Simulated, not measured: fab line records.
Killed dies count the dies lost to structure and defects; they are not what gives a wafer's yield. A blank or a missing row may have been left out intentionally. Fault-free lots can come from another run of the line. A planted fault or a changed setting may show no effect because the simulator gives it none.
fab line records + flow n5-finfet
[record]
- lots = 5
- wafers = 15
- last-day = 17
route steps=1938 shown WELL_APT@20 PMOS_HMC_CHANNEL_EPI@57 BEOL_M4@1111 PASSIVATION@1936
lots with no fault: from the same line, run without faults
start-h: hours from the record's opening day to when the first of the lot's shown wafers began + wait-h: hours from the lot's prior step to this one + " unchanged from the row above + L1.1+2: one row covering several wafers at once + - no value, or no start given + * or withheld: withheld + < > ~ a bound
route shown NAME@n: names a module that has steps shown in the file, with the first one's number in the route + usual: average and standard deviation across the fault-free wafers + same: alike in all rows + chamber/n: place in a boat + sites: the reading at each site + _std_site: the standard deviation of these + _edge_site: mean of outer sites minus mean of inner sites + radius-mm: for every site, how far away it sits from the centre of the wafer + mask NAME#n: copy n + behind: the tool/chamber that last shaped the wafer + hold: why the lot was held/for how many hours/how that ended + device: the transistor (n, p or np) that didn't switch + end of line: at the end of the route, the tests of the same wafers + for a step that has no rows: nothing shown but its recipe + killed: dies lost to structure and defects at the first sort, not the wafer's yield + map: the dies of a wafer, with x for killed, . for not killed, _ for no die there
set.NAME: setting as actually run; set.NAME@STEP: the setting as run at that earlier step + model.NAME: the simulator's own value behind a step, which no gauge read
a table for each step, a row for each wafer; lots at some steps of the route
services: a tool's chamber out of use, with start hour (start-h, from the record's first day; less than 0 if before it), hours out, and reason
[[steps]]
[step N5_WELL_APT_HMDS_01]
[recipe]
- time-s = 60
- temp-c = 120
[step N5_WELL_APT_COAT_02]
[recipe]
- spin-rpm = 1357
- resist-thk-nm = 950
[step N5_WELL_APT_EBR_04]
[recipe]
- solvent = PGMEA
- ebr-width-mm = 1.5
[step N5_WELL_APT_SOFTBAKE_03]
[recipe]
- temp-c = 130
- time-s = 60
[step N5_WELL_APT_EXPOSE_05]
[recipe]
- mask-id = NWELL
- na = 0.8
- source-shape = conventional
- sigma-outer = 0.8
- polarization = unpolarized
- defocus-nm = 0
- target-cd-nm = 200
- dose-mj = 20.3
[step N5_WELL_APT_PEB_06]
[recipe]
- peb-temp-c = 130
- peb-time-s = 90
[step N5_WELL_APT_DEVELOP_07]
[recipe]
- develop-time-s = 45
- rinse-liquid = surfactant-rinse
- dry = air-spin
- dev-temp-c = 21
[step N5_WELL_APT_HARDBAKE_12]
[recipe]
- temp-c = 130
- time-s = 120
[step N5_WELL_APT_DESCUM_13]
[recipe]
- chemistry = O2
- time-s = 7.9
- source-power-w = 50
- bias-power-w = 20
- pressure-mtorr = 20
- rf-frequency-hz = 2.712e+07
- temp-c = 40
- o2-flow-sccm = 225
[step N5_WELL_APT_IMPLANT_14]
[recipe]
- species = P
- energy-kev = 160
- dose-cm2 = 1.5e+13
- tilt-deg = 0
- rotation-deg = 0
[usual]
- beam-energy-keV = 160.00/0.051
- beam-on-s = 9.97/0.2
- faraday-current-uA = 191/3.7
| lot.wafer | tool         | chamber | start-h | wait-h | beam-energy-keV | beam-on-s | faraday-current-uA |
|-----------|--------------|---------|---------|--------|-----------------|-----------|--------------------|
| L322.1    | implanter-01 | -       | 61.91   | 0.1    | -               | -         | -                  |
| L322.4    | "            | -       | "       | "      | -               | -         | -                  |
| L322.5    | "            | -       | "       | "      | -               | -         | -                  |
| L323.3    | implanter-01 | -       | 67.96   | 0.1    | -               | -         | -                  |
| L323.4    | "            | -       | "       | "      | -               | -         | -                  |
| L323.5    | "            | -       | "       | "      | -               | -         | -                  |
| L324.3    | implanter-02 | -       | 74.03   | 0.1    | -               | -         | -                  |
| L324.5    | "            | -       | "       | "      | -               | -         | -                  |
| L324.6    | "            | -       | "       | "      | -               | -         | -                  |
| L332.2    | implanter-02 | 0       | 122.47  | 0.1    | 160.01          | 10.01     | 190                |
| L332.4    | "            | 0       | "       | "      | 160.06          | 10.30     | 184                |
| L332.5    | "            | 0       | "       | "      | 160.03          | 10.05     | 191                |
| L334.4    | implanter-02 | 0       | 134.25  | 0.1    | 160.03          | 10.13     | 189                |
| L334.5    | "            | 0       | "       | "      | 159.93          | 9.67      | 197                |
| L334.6    | "            | 0       | "       | "      | 159.97          | 9.91      | 191                |
[step N5_WELL_APT_IMPLANT_15]
[recipe]
- species = As
- energy-kev = 25
- dose-cm2 = 1.5e+13
- tilt-deg = 0
- rotation-deg = 0
[step N5_WELL_APT_STRIP_16]
[recipe]
- chemistry = SPM
- time-s = 900
- temp-c = 130
- h2so4-h2o2-vol-ratio = 4
- dry = ipa-marangoni
[step N5_WELL_APT_HMDS_18]
[recipe]
- time-s = 60
- temp-c = 120
[step N5_WELL_APT_COAT_19]
[recipe]
- spin-rpm = 1357
- resist-thk-nm = 950
[step N5_WELL_APT_EBR_21]
[recipe]
- solvent = PGMEA
- ebr-width-mm = 1.5
[step N5_WELL_APT_SOFTBAKE_20]
[recipe]
- temp-c = 130
- time-s = 60
[step N5_WELL_APT_EXPOSE_22]
[recipe]
- mask-id = PWELL
- na = 0.8
- source-shape = conventional
- sigma-outer = 0.8
- polarization = unpolarized
- defocus-nm = 0
- target-cd-nm = 200
- dose-mj = 23.2
[step N5_WELL_APT_PEB_23]
[recipe]
- peb-temp-c = 130
- peb-time-s = 90
[step N5_WELL_APT_DEVELOP_24]
[recipe]
- develop-time-s = 45
- rinse-liquid = surfactant-rinse
- dry = air-spin
- dev-temp-c = 21
[step N5_WELL_APT_HARDBAKE_29]
[recipe]
- temp-c = 130
- time-s = 120
[step N5_WELL_APT_DESCUM_30]
[recipe]
- chemistry = O2
- time-s = 7.9
- source-power-w = 50
- bias-power-w = 20
- pressure-mtorr = 20
- rf-frequency-hz = 2.712e+07
- temp-c = 40
- o2-flow-sccm = 225
[step N5_WELL_APT_IMPLANT_31]
[recipe]
- species = B
- energy-kev = 60
- dose-cm2 = 1.5e+13
- tilt-deg = 0
- rotation-deg = 0
[step N5_WELL_APT_IMPLANT_32]
[recipe]
- species = BF2
- energy-kev = 50
- dose-cm2 = 2e+13
- tilt-deg = 0
- rotation-deg = 0
[step N5_WELL_APT_STRIP_33]
[recipe]
- chemistry = SPM
- time-s = 900
- temp-c = 130
- h2so4-h2o2-vol-ratio = 4
- dry = ipa-marangoni
[step N5_WELL_APT_RTA_34]
[recipe]
- temp-c = 1000
- time-s = 10
- ambient = N2
- idle-temp-c = 600
- ramp-up-c-per-s = 150
- ramp-down-c-per-s = 60
- cool-to-c = 600
[step N5_WELL_APT_OXIDE_STRIP_42]
[recipe]
- chemistry = dHF
- dilution = 25:1
- time-s = 45
- temp-c = 25
- target = SiO2
- target-depth-a = 120
[step N5_WELL_APT_PRECLEAN_36]
[recipe]
- chemistry = O3/DIW
- time-s = 45
- temp-c = 22
- o3-ppm = 10
[step N5_WELL_APT_PRECLEAN_39]
[recipe]
- chemistry = dHF
- time-s = 60
- dilution = 150:1
- temp-c = 25
[step N5_WELL_APT_SRD_37]
[recipe]
- dry = ipa-marangoni
- do-ppb = 5
- time-s = 30
- temp-c = 23
- rinse-liquid = diw
[step N5_WELL_APT_EPI_41]
[recipe]
- material = Si
- target-thk-a = 500
- temp-c = 650
- precursor = SiH4/H2
- pressure-torr = 20
- time-s = 297.7
[step N5_PMOS_HMC_CHANNEL_EPI_HM_DEP_34]
[recipe]
- material = SiO2
- target-thk-a = 360
- temp-c = 400
- precursor = TEOS/O2
- pressure-torr = 6.5
- rf-w = 900
- teos-flow-sccm = 161.4
- gas = O2
- flow-sccm = 2650
- time-s = 6.9
[step N5_PMOS_HMC_CHANNEL_EPI_COAT_31]
[recipe]
- resist = BARC
- temp-c = 205
- time-s = 60
- spin-rpm = 1500
- resist-thk-nm = 66
[step N5_PMOS_HMC_CHANNEL_EPI_COAT_03]
[recipe]
- resist = CAR-ArF-block
- spin-rpm = 1500
- resist-thk-nm = 205
[step N5_PMOS_HMC_CHANNEL_EPI_EBR_05]
[recipe]
- solvent = PGMEA
- ebr-width-mm = 1.5
[step N5_PMOS_HMC_CHANNEL_EPI_SOFTBAKE_04]
[recipe]
- temp-c = 110
- time-s = 60
- resist = CAR-ArF-block
[step N5_BEOL_M4_RC_MEAS_101]
[usual]
- DIBL_N = 36.4/1.5
- DIBL_P = 36.4/1.6
- IOFF_N = 0.164/0.025
- IOFF_P = 0.214/0.028
- IOFF_P_85C = 3.7/0.41
- IOFF_P_LIN = 0.101/0.011
- IOFF_P_LONG = 0.000104/7.3e-06
- ION_N = 675/9.9
- ION_P = 463/6.5
- RS_NWELL = 1037/6.9
- SS_N = 71.5/0.5
- SS_P = 73.3/0.56
- VT_N = 249.2/2.7
- VT_P = -250.1/2.8
| lot.wafer | tool      | chamber | start-h | wait-h | DIBL_N[mV/V] | DIBL_P[mV/V] | IOFF_N[nA/um] | IOFF_P[nA/um] | IOFF_P_85C[nA/um] | IOFF_P_LIN[nA/um] | IOFF_P_LONG[nA/um] | ION_N[uA/um] | ION_P[uA/um] | RS_NWELL[ohm/sq] | SS_N[mV/dec] | SS_P[mV/dec] | VT_N[mV] | VT_P[mV] |
|-----------|-----------|---------|---------|--------|--------------|--------------|---------------|---------------|-------------------|-------------------|--------------------|--------------|--------------|------------------|--------------|--------------|----------|----------|
| L322.1    | prober-01 | 0       | 213.64  | 0.0    | 35.2         | 37.3         | 0.144         | 1.097         | 19.7              | 0.537             | 1.0895             | 664          | 468          | -                | 71.5         | 73.5         | 250.2    | -246.9   |
| L322.4    | "         | 0       | "       | "      | 36.0         | 38.1         | 0.162         | 1.165         | 21.2              | 0.572             | 1.1823             | 670          | 468          | -                | 71.5         | 73.6         | 249.0    | -245.3   |
| L322.5    | "         | 0       | "       | "      | 34.1         | 35.8         | 0.127         | 1.114         | 20.2              | 0.551             | 1.1661             | 657          | 460          | -                | 71.7         | 73.1         | 253.1    | -248.0   |
| L323.3    | prober-01 | 0       | 217.04  | 0.7    | 39.7         | 37.6         | 0.209         | 1.315         | 22.4              | 0.623             | 1.3217             | 684          | 466          | -                | 71.9         | 73.5         | 245.3    | -248.5   |
| L323.4    | "         | 0       | "       | "      | 38.3         | 35.7         | 0.169         | 1.257         | 21.6              | 0.602             | 1.2919             | 668          | 461          | -                | 71.8         | 73.3         | 249.4    | -246.0   |
| L323.5    | "         | 0       | "       | "      | 38.1         | 35.4         | 0.169         | 1.228         | 20.7              | 0.583             | 1.2402             | 669          | 465          | -                | 72.3         | 73.1         | 248.2    | -247.4   |
| L324.3    | prober-01 | 0       | 219.35  | 0.3    | 35.4         | 34.2         | 0.152         | 1.151         | 19.7              | 0.544             | 1.204              | 679          | 465          | -                | 70.9         | 71.7         | 248.8    | -251.6   |
| L324.5    | "         | 0       | "       | "      | 36.4         | 35.0         | 0.157         | 1.215         | 20.6              | 0.572             | 1.249              | 678          | 466          | -                | 70.7         | 72.6         | 248.4    | -246.0   |
| L324.6    | "         | 0       | "       | "      | 37.0         | 35.8         | 0.178         | 1.131         | 19.1              | 0.530             | 1.1457             | 669          | 460          | -                | 71.8         | 73.2         | 246.1    | -248.0   |
| L332.2    | prober-02 | 0       | 276.93  | 0.2    | 37.1         | 37.2         | 0.163         | 0.237         | 4.0               | 0.108             | 0.000105           | 665          | 459          | 1049             | 72.0         | 73.6         | 247.4    | -248.3   |
| L332.4    | "         | 0       | "       | "      | 35.5         | 34.9         | 0.144         | 0.205         | 3.6               | 0.098             | 0.000108           | 674          | 461          | 1049             | 71.7         | 73.4         | 250.9    | -248.5   |
| L332.5    | "         | 0       | "       | "      | 38.8         | 38.8         | 0.211         | 0.275         | 4.6               | 0.121             | 0.000106           | 687          | 469          | 1044             | 71.7         | 74.8         | 244.4    | -245.7   |
| L334.4    | prober-01 | 0       | 288.85  | 0.5    | 37.7         | 38.5         | 0.173         | 0.220         | 3.8               | 0.102             | 9.6e-05            | 674          | 457          | 1022             | 71.6         | 72.8         | 248.1    | -249.5   |
| L334.5    | "         | 0       | "       | "      | 38.9         | 40.0         | 0.199         | 0.253         | 4.3               | 0.111             | 0.000101           | 690          | 472          | 1029             | 71.5         | 73.3         | 244.8    | -247.3   |
| L334.6    | "         | 0       | "       | "      | 35.5         | 35.8         | 0.135         | 0.190         | 3.4               | 0.090             | 9.7e-05            | 659          | 454          | 1020             | 71.6         | 72.4         | 253.0    | -248.5   |
[step N5_PASSIVATION_PROBE_49]
[usual]
- defect-limited-yield = 91.1/1.4
- killed_at_M0_to_M3 = 35/8.7
- killed_at_M4_up = 14/5.3
- killed-at-contacts = 12/6.2
- killed-at-front-end = 41/12
- killed-at-other = 3.4/2.6
- killed-dies = 105/16
- killed-open = 67/13
- killed-short = 36/7.3
- sort_bin_4_leakage = 0/0
- sort_bin_5_function = 5.2/0.96
- sort_bin_6_memory = 3.3/0.6
- sort-n-pass = 1075/16
- sort-yield-pct = 91.1/1.4
[same]
- gross-dies = 1180
- killed-at-back-side = 0
- sort_bin_8_speed[%] = 0
| lot.wafer | tool      | chamber | start-h | wait-h | defect-limited-yield[%] | killed_at_M0_to_M3 | killed_at_M4_up | killed-at-contacts | killed-at-front-end | killed-at-other | killed-dies | killed-open | killed-short | sort_bin_4_leakage[%] | sort_bin_5_function[%] | sort_bin_6_memory[%] | sort-n-pass | sort-yield-pct[%] |
|-----------|-----------|---------|---------|--------|-------------------------|--------------------|-----------------|--------------------|---------------------|-----------------|-------------|-------------|--------------|-----------------------|------------------------|----------------------|-------------|-------------------|
| L323.3    | prober-02 | -       | 318.02  | 0.1    | 89.6                    | 41                 | 25              | 15                 | 39                  | 3               | 123         | 80          | 40           | 89.58                 | 6.3                    | 4.1                  | 0           | 0                 |
| L323.4    | prober-02 | -       | 318.07  | 0.2    | 91.4                    | 43                 | 12              | 8                  | 38                  | 0               | 101         | 66          | 34           | 91.44                 | 5.1                    | 3.2                  | 0           | 0                 |
| L323.5    | prober-02 | -       | 318.12  | 0.2    | 91.5                    | 29                 | 21              | 9                  | 38                  | 3               | 100         | 69          | 28           | 91.53                 | 4.7                    | 3.3                  | 0           | 0                 |
| L322.1    | prober-01 | -       | 318.63  | 0.0    | 91.9                    | 23                 | 14              | 10                 | 46                  | 3               | 96          | 62          | 30           | 91.36                 | 5.3                    | 2.5                  | 6           | 0.5               |
| L322.4    | prober-01 | -       | 318.78  | 0.2    | 91.0                    | 28                 | 14              | 6                  | 55                  | 3               | 106         | 65          | 38           | 91.02                 | 4.9                    | 3.7                  | 0           | 0                 |
| L322.5    | prober-01 | -       | 318.83  | 0.2    | 90.2                    | 33                 | 18              | 14                 | 45                  | 6               | 116         | 77          | 36           | 90.08                 | 5.9                    | 3.6                  | 1           | 0.1               |
| L324.3    | prober-02 | -       | 321.52  | 0.1    | 92.1                    | 18                 | 18              | 14                 | 43                  | 0               | 93          | 63          | 29           | 92.12                 | 5.1                    | 2.5                  | 0           | 0                 |
| L324.5    | prober-02 | -       | 321.62  | 0.2    | 91.4                    | 24                 | 11              | 16                 | 50                  | 0               | 101         | 74          | 25           | 91.36                 | 5.4                    | 3.1                  | 1           | 0.1               |
| L324.6    | prober-02 | -       | 321.67  | 0.3    | 90.1                    | 41                 | 19              | 21                 | 32                  | 4               | 117         | 86          | 29           | 90.08                 | 5.3                    | 4.2                  | 0           | 0                 |
| L332.2    | prober-02 | -       | 385.53  | 0.1    | 88.7                    | 34                 | 15              | 20                 | 63                  | 1               | 133         | 85          | 48           | 0                     | 6.5                    | 4.1                  | 1047        | 88.7              |
| L332.4    | prober-02 | -       | 385.63  | 0.2    | 90.3                    | 44                 | 9               | 9                  | 42                  | 11              | 115         | 79          | 31           | 0                     | 5.1                    | 4.2                  | 1065        | 90.3              |
| L332.5    | prober-02 | -       | 385.68  | 0.2    | 92.3                    | 22                 | 13              | 8                  | 40                  | 8               | 91          | 49          | 41           | 0                     | 4.1                    | 2.9                  | 1089        | 92.3              |
| L334.4    | prober-01 | -       | 398.29  | 0.2    | 88.1                    | 45                 | 19              | 22                 | 52                  | 2               | 140         | 94          | 46           | 0                     | 6.6                    | 4.9                  | 1040        | 88.1              |
| L334.5    | prober-01 | -       | 398.34  | 0.2    | 90.7                    | 34                 | 22              | 14                 | 29                  | 11              | 110         | 68          | 41           | 0                     | 5.9                    | 3.0                  | 1070        | 90.7              |
| L334.6    | prober-01 | -       | 398.39  | 0.3    | 88.9                    | 38                 | 16              | 18                 | 55                  | 4               | 131         | 87          | 43           | 0                     | 6.2                    | 4.6                  | 1049        | 88.9              |
// killed by level:class
L323.3 BEOL_M3:geometric-particle:open=12 BEOL_M4:geometric-particle:open=11 MOL_CONTACT_COAG:geometric-particle:open=10 BEOL_M2:geometric-particle:open=7 FIN_SAQP:geometric-particle:short=6 GATE_CUT:geometric-particle:short=6 GATE_CUT:geometric-particle:open=6 BEOL_M0_SAQP:geometric-particle:open=6
L323.4 BEOL_M0_SAQP:geometric-particle:short=13 BEOL_M0_SAQP:geometric-particle:open=10 BEOL_M3:geometric-particle:open=9 MOL_CONTACT_COAG:geometric-particle:open=8 GATE_CUT:geometric-particle:short=6 GATE_CUT:geometric-particle:open=6 BEOL_M1:geometric-particle:open=6 FIN_SAQP:geometric-particle:short=5
L323.5 FIN_SAQP:geometric-particle:open=10 STI_FIN_REVEAL:geometric-particle:open=10 BEOL_M2:geometric-particle:open=8 MOL_CONTACT_COAG:geometric-particle:open=7 BEOL_M4:geometric-particle:open=7 FIN_SAQP:geometric-particle:short=5 BEOL_M5:geometric-particle:open=5 BEOL_M0_SAQP:geometric-particle:open=4
L322.1 FIN_SAQP:geometric-particle:short=14 FIN_SAQP:geometric-particle:open=8 DUMMY_GATE:geometric-particle:open=8 BEOL_M0_SAQP:geometric-particle:open=8 MOL_CONTACT_COAG:geometric-particle:open=7 BEOL_M0_SAQP:geometric-particle:short=5 STARTING-WAFER:geometric-particle:open=5 STI_FIN_REVEAL:geometric-particle:open=4
L322.4 FIN_SAQP:geometric-particle:open=19 FIN_SAQP:geometric-particle:short=11 BEOL_M1:geometric-particle:short=7 STI_FIN_REVEAL:geometric-particle:open=6 MOL_CONTACT_COAG:geometric-particle:open=6 BEOL_M1:geometric-particle:open=4 BEOL_M2:geometric-particle:open=4 BEOL_M2:geometric-particle:short=4
L322.5 STI_FIN_REVEAL:geometric-particle:open=12 MOL_CONTACT_COAG:geometric-particle:open=10 BEOL_M2:geometric-particle:open=9 FIN_SAQP:geometric-particle:short=7 FIN_SAQP:geometric-particle:open=7 BEOL_M3:geometric-particle:open=7 BEOL_M3:geometric-particle:short=6 BEOL_M4:geometric-particle:open=6
L324.3 FIN_SAQP:geometric-particle:short=10 MOL_CONTACT_COAG:geometric-particle:open=10 BEOL_M5:geometric-particle:open=10 STI_FIN_REVEAL:geometric-particle:open=9 FIN_SAQP:geometric-particle:open=7 BEOL_M0_SAQP:geometric-particle:open=6 GATE_CUT:geometric-particle:open=4 MOL_CONTACT_COAG:geometric-particle:short=4
L324.5 STI_FIN_REVEAL:geometric-particle:open=23 MOL_CONTACT_COAG:geometric-particle:open=13 BEOL_M1:geometric-particle:open=9 BEOL_M0_SAQP:geometric-particle:open=7 FIN_SAQP:geometric-particle:short=6 BEOL_M4:geometric-particle:open=5 STI_FIN_REVEAL:geometric-particle:short=4 BEOL_M3:geometric-particle:open=4
L324.6 MOL_CONTACT_COAG:geometric-particle:open=21 STI_FIN_REVEAL:geometric-particle:open=11 BEOL_M1:geometric-particle:open=10 BEOL_M0_SAQP:geometric-particle:open=10 BEOL_M0_SAQP:geometric-particle:short=8 BEOL_M3:geometric-particle:open=7 FIN_SAQP:geometric-particle:short=5 BEOL_M5:geometric-particle:open=5
L332.2 FIN_SAQP:geometric-particle:short=17 MOL_CONTACT_COAG:geometric-particle:open=17 FIN_SAQP:geometric-particle:open=15 BEOL_M0_SAQP:geometric-particle:short=14 STI_FIN_REVEAL:geometric-particle:open=10 BEOL_M0_SAQP:geometric-particle:open=8 BEOL_M4:geometric-particle:open=7 BEOL_M5:geometric-particle:open=7
L332.4 FIN_SAQP:geometric-particle:short=11 FIN_SAQP:geometric-particle:open=10 BEOL_M3:geometric-particle:open=10 MOL_CONTACT_COAG:geometric-particle:open=9 BEOL_M2:geometric-particle:open=9 STI_FIN_REVEAL:geometric-particle:open=7 BEOL_M0_SAQP:geometric-particle:open=7 BEOL_M0_SAQP:geometric-particle:short=6
L332.5 FIN_SAQP:geometric-particle:short=16 STI_FIN_REVEAL:geometric-particle:open=9 BEOL_M0_SAQP:geometric-particle:open=8 MOL_CONTACT_COAG:geometric-particle:open=6 BEOL_M0_SAQP:geometric-particle:short=6 FIN_SAQP:geometric-particle:open=5 BEOL_M5:geometric-particle:open=5 STARTING-WAFER:geometric-particle:short=4
L334.4 BEOL_M0_SAQP:geometric-particle:open=20 MOL_CONTACT_COAG:geometric-particle:open=18 BEOL_M0_SAQP:geometric-particle:short=13 STI_FIN_REVEAL:geometric-particle:open=11 FIN_SAQP:geometric-particle:short=10 DUMMY_GATE:geometric-particle:open=7 FIN_SAQP:geometric-particle:open=6 BEOL_M3:geometric-particle:open=6
L334.5 BEOL_M0_SAQP:geometric-particle:short=13 MOL_CONTACT_COAG:geometric-particle:open=10 BEOL_M4:geometric-particle:open=10 BEOL_M0_SAQP:geometric-particle:open=9 DUMMY_GATE:geometric-particle:open=7 FIN_SAQP:geometric-particle:short=5 BEOL_M3:geometric-particle:open=5 ILD0:geometric-particle:open=4
L334.6 STI_FIN_REVEAL:geometric-particle:open=15 MOL_CONTACT_COAG:geometric-particle:open=13 BEOL_M3:geometric-particle:open=11 BEOL_M0_SAQP:geometric-particle:short=9 FIN_SAQP:geometric-particle:open=8 FIN_SAQP:geometric-particle:short=7 DUMMY_GATE:geometric-particle:open=7 BEOL_M1:geometric-particle:open=7
// map L322.5 (x killed, . not)
_________________..x.....x.x.________________
______________...x.............._____________
___________.x...x.......x..........__________
__________.x.x....................x._________
________x....xx........x.............._______
_______........x.............x.x......x______
______.............x.........x.........._____
_____.....x.x........x.x..x..............____
____............................x....x....___
___...........x..............x.x...........__
___......................x......x..........__
__...x..x.xx.....x.........x.x..x..........._
__...xx..x..x.........x.............x.x....._
_..x....x..x......x..........................
_............x..............x........x.......
_............x.................x.x...........
_..................x..................x.....x
_...x.....x...x..x.........x.................
_...........x..........................x.x...
_..x...................xx....................
_.......x......................x.............
__.....x......................x........xxx.._
__..x..........x............................_
___.x....x............x.............x......__
___...x.............x.............x........__
____xx............................x.......___
_____x...............x......x............____
______..x.....x......x.....x......x....._____
_______x..x.......x..x.................______
________.xx......x........x....x......_______
__________..x.......x.....x.x......._________
___________......x..x........x.....__________
______________.................x_____________
_________________......x.....________________
// map L323.3 (x killed, . not)
_________________x.......xx..________________
______________...x.............._____________
___________.....x..x.......x.x.....__________
__________...........x..x.....x....x_________
________.x..x....x........x........x.._______
_______...x...x................x.......______
______x........x.x......x..............._____
_____.x.......x..x........x..............____
____..........x...............xx..........___
___......................x..x..x.....x....x__
___x...............................x.......__
__.x....xx..............x..x........x.x....._
__......x...............x...x....x.........._
_................................x......x....
_................................xx.....x....
_...x...x.........x...................x..x...
_......x...........x......x..............x...
_.........xx..........x...xx...x.............
_.x.......x........x.x..x....................
_..................x..........x........x.....
_xx......x...........................x.....xx
__...x........x........xx....x..x..........._
__.........................x...............x_
___........x...x..x.......x................__
___............x.x........x........x.......__
____................................x.....___
_____...xx.....x..x.........x...xx...x...____
______..x........xx..x.............x..x._____
_______......x.......x..x..............______
________......x......................._______
__________.........................._________
___________.........x......x....x..__________
______________.......x.........._____________
_________________....x.......________________
[[services]]
| tool         | chamber | start-h | hours | kind   |
|--------------|---------|---------|-------|--------|
| implanter-02 | -       | 57.72   | 6.1   | repair |
| implanter-01 | -       | 89.64   | 1.1   | repair |
[[key]]
[first-sign]
- step = N5_WELL_APT_IMPLANT_14
- reading = tool-record
- direction = missing
[effect]
- step = N5_BEOL_M4_RC_MEAS_101
- reading = IOFF_P_LONG
- direction = up
- sigmas = 99+
- usual = 0.000104
- struck = 1.21
[effect]
- step = N5_BEOL_M4_RC_MEAS_101
- reading = IOFF_P_LIN
- direction = up
- sigmas = 42
- usual = 0.101
- struck = 0.568
[effect]
- step = N5_BEOL_M4_RC_MEAS_101
- reading = IOFF_P_85C
- direction = up
- sigmas = 41
- usual = 3.7
- struck = 20.6
[effect]
- step = N5_BEOL_M4_RC_MEAS_101
- reading = IOFF_P
- direction = up
- sigmas = 34
- usual = 0.214
- struck = 1.186
[effect]
- step = N5_BEOL_M4_RC_MEAS_101
- reading = RS_NWELL
- direction = missing
[effect]
- step = N5_PASSIVATION_PROBE_49
- reading = sort_bin_4_leakage
- direction = up
- sigmas = 99+
- usual = 0
- struck = 90.95
met-at N5_WELL_APT_IMPLANT_14
struck-wafers L322.1,L322.4,L322.5,L323.3,L323.4,L323.5,L324.3,L324.5,L324.6
[fault]
- kind = skipped-step-whole
- tool = implanter-01,implanter-02
- chamber = -
- onset-h = 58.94
- steps = N5_WELL_APT_IMPLANT_14
- scope = struck-lots-only
